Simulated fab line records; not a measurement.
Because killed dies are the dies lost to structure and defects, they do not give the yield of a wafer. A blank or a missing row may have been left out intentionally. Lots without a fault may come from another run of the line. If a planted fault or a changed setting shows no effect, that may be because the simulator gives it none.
A lot that was struck, set against a sound lot	flow n5_finfet	41 steps out of a route of 1938
Sound: wafers L573.1, L573.2, L573.5. Struck: wafer L577.3; the same lot's L577.2 was not struck, so it is left out; see the end for the cause.
At each step with rows: each side's tool, then ch and its chambers, then its first start. Under that, the readings that differ: sound wafers	struck wafers	difference of the means	sigmas: that difference in standard deviations of wafers without a fault.
alike: readings with means less than 2 such deviations apart, plus words and numbers identical on both sides. not compared: withheld readings, readings lacking a value on some wafer, bounds such as >300 that could conceal the same value, and numbers that have no deviation in the record and whose values overlap.
The two part at a step that has a row with sigmas, a row that says differs or no value, or rows on one side only. When numbers do not overlap yet have no deviation, they are printed without sigmas and do not part them. A reading missing from all wafers of one side parts the sides only when that side holds two or more wafers.

first, 11 steps without rows for these wafers: N5_BEOL_M0_SAQP_STRIP_113 (strips in CHF3/O2); N5_BEOL_M0_SAQP_MANDREL_ETCH_20 (etches a-Si in HBr/Cl2, stops on SiNx, target depth 60 nm, bt time 10 s, time 30 s); N5_BEOL_M0_SAQP_STRIP_86 (strips in N2/H2); N5_BEOL_M0_SAQP_STRIP_115 (strips in post etch residue remover, time 60 s); N5_BEOL_M0_SAQP_SRD_93 (time 30 s); N5_BEOL_M0_SAQP_RECESS_114 (chemistry HF/NH3, target SiO2, target depth 14.4 nm, afs cycles 3, sublimation time 60 s); N5_BEOL_M0_SAQP_SPACER1_ALD_98 (deposits SiO2, target thk 12.8 nm, pulse time 1 s, purge time 2 s); N5_BEOL_M0_SAQP_SPACER1_ETCHBACK_99 (etches SiO2 in CHF3/O2, target depth 15.4 nm, time 7.7 s); N5_BEOL_M0_SAQP_MANDREL1_REMOVE_100 (chemistry HBr/Cl2/O2, target a-Si, stops on SiNx, bt time 10 s); N5_BEOL_M0_SAQP_ETCH_101 (etches SiNx in CH3F/O2, target depth 29.9 nm, time 42.7 s); N5_BEOL_M0_SAQP_ETCH_102 (etches SiO2 in CF4, target depth 4 nm, time 4.4 s).
N5_BEOL_M0_SAQP_MANDREL_ETCH_103: etches a-Si in HBr/Cl2, stops on SiCN, target depth 45 nm, bt time 10 s, time 27 s.
  sound on rie_si-02 ch 0,1,3, day 7 20:44; struck on rie_si-02 ch 1, day 8 23:31
reading	sound	struck	difference	sigmas
model.SiCN_of_BEOL_M0_SAQP_PECVD_03.thk_nm (nm)	8.4 8.6 8.6	5.8	-2.7	
  alike: chamber_pressure_mTorr, drypump_motor_current_A, oes_product_au, throttle_valve_pct
  not compared: rf_hours_counter_h
then, 5 steps without rows for these wafers: N5_BEOL_M0_SAQP_RECESS_104 (chemistry HF/NH3, target SiO2, target depth 18 nm, afs cycles 3, sublimation time 60 s); N5_BEOL_M0_SAQP_COAT_105 (time 60 s, resist thk 100 nm); N5_BEOL_M0_SAQP_ETCH_106 (etches SOC in N2/H2, stops on SiNx, target depth 150 nm); N5_BEOL_M0_SAQP_ETCH_107 (etches SiNx in CH3F/O2, target depth 30 nm); N5_BEOL_M0_SAQP_STRIP_108 (strips in N2/H2).
N5_BEOL_M0_SAQP_RECESS_109: chemistry HF/NH3, target SiO2, target depth 3 nm, afs cycles 1, sublimation time 60 s.
  sound on vapor_etch-02 ch 0,1, day 7 21:26; struck on vapor_etch-01 ch 1, day 9 00:22
reading	sound	struck	difference	sigmas
model.SiCN_of_BEOL_M0_SAQP_PECVD_03.thk_nm (nm)	8.2 8.2 8.4	5.4	-2.9	
  alike: drypump_motor_current_A, sublimation_temp_c
then, 19 steps without rows for these wafers: N5_BEOL_M0_SAQP_SPACER2_ALD_26 (deposits SiO2, target thk 15 nm, pulse time 1 s, purge time 2 s); N5_BEOL_M0_SAQP_SPACER2_ETCHBACK_27 (etches SiO2 in CHF3/O2, target depth 22.5 nm, time 11.25 s); N5_BEOL_M0_SAQP_MANDREL2_REMOVE_110 (chemistry HBr/Cl2/O2, target a-Si, stops on SiCN, bt time 10 s); N5_BEOL_M0_SAQP_COAT_69 (time 60 s, resist thk 90 nm); N5_BEOL_M0_SAQP_COAT_72 (time 60 s, resist thk 15 nm); N5_BEOL_M0_SAQP_COAT_87 (time 60 s, resist thk 5 nm); N5_BEOL_M0_SAQP_COAT_34 (resist thk 30 nm); N5_BEOL_M0_SAQP_EBR_36; N5_BEOL_M0_SAQP_SOFTBAKE_35 (time 60 s); N5_BEOL_M0_SAQP_EXPOSE_37 (exposes mask M0 CUT1, target cd 30 nm); N5_BEOL_M0_SAQP_PEB_38 (peb time 60 s); N5_BEOL_M0_SAQP_DEVELOP_39 (develop time 30 s); N5_BEOL_M0_SAQP_DESCUM_45 (chemistry O2, time 7 s); N5_BEOL_M0_SAQP_ETCH_88 (etches underlayer in N2/H2, target depth 6.5 nm, time 5.2 s); N5_BEOL_M0_SAQP_ETCH_73 (etches SiARC in CF4, target depth 19.5 nm, time 32.5 s); N5_BEOL_M0_SAQP_CUT_ETCH_46 (etches SOC in N2/H2, target depth 135 nm, overetch 27 nm, time 202.5 s); N5_BEOL_M0_SAQP_STRIP_74 (strips in N2/H2); N5_BEOL_M0_SAQP_STRIP_89 (strips in N2/H2); N5_BEOL_M0_SAQP_ALD_48 (deposits SiO2, target thk 20 nm, pulse time 1 s, co reactant pulse time 1 s).
N5_BEOL_M0_ETCH_138: etches SiCN in CH3F/O2, target depth 12 nm, time 31.6 s.
  sound on rie_diel-01 ch 1,3, day 8 00:25; struck on rie_diel-04 ch 3, day 9 03:12
reading	sound	struck	difference	sigmas
etch_rf_on_time_s (s)	27.1 27.8 27.5	32.2	+4.7	+6
oes_product_au (a.u.)	0.80 0.78 0.80	0.59	-0.20	-2
model.etch.depth_nm (nm)	8.118 8.228 8.336	9.231	+1.004	
  alike: CH3F_flow_sccm, chamber_pressure_mTorr, drypump_motor_current_A, rf_vpp_V, showerhead_plenum_p_Torr, throttle_valve_pct
  not compared: rf_hours_counter_h
N5_BEOL_M0_ETCH_128: etches SiCN in CF4/N2, target depth 12 nm, overetch 5.1 nm, time 21.4 s.
  sound on rie_diel-04 ch 0,2, day 8 03:23; struck on rie_diel-04 ch 3, day 9 04:25
reading	sound	struck	difference	sigmas
model.etch.depth_nm (nm)	8.118 8.228 8.336	12	+4	
  alike: chamber_pressure_mTorr, drypump_motor_current_A, n2_flow_sccm, oes_product_au, rf_vpp_V, showerhead_plenum_p_Torr, throttle_valve_pct
  not compared: rf_hours_counter_h
-- a jump in the record: the struck wafers' starts before and after are 5 days apart (it breaks off in module BEOL_M0 and resumes in module BEOL_M4, where the first step shown is number 1111 of the route) --
N5_BEOL_M4_RC_MEAS_101:
  sound on prober-01 ch 0, day 12 08:56; struck on prober-02 ch 0, day 13 19:52
  alike: DIBL_N, DIBL_P, IOFF_N, IOFF_P, ION_N, ION_P, SS_N, SS_P, VT_N, VT_P
N5_PASSIVATION_PROBE_49:
  the record holds rows for the sound wafers here (prober-02, day 16 21:35) but none for the struck ones

== WHERE THEY PART ==
At N5_BEOL_M0_ETCH_138 first; at N5_PASSIVATION_PROBE_49 last (within this record only).

WHY: what had been put in by the simulator
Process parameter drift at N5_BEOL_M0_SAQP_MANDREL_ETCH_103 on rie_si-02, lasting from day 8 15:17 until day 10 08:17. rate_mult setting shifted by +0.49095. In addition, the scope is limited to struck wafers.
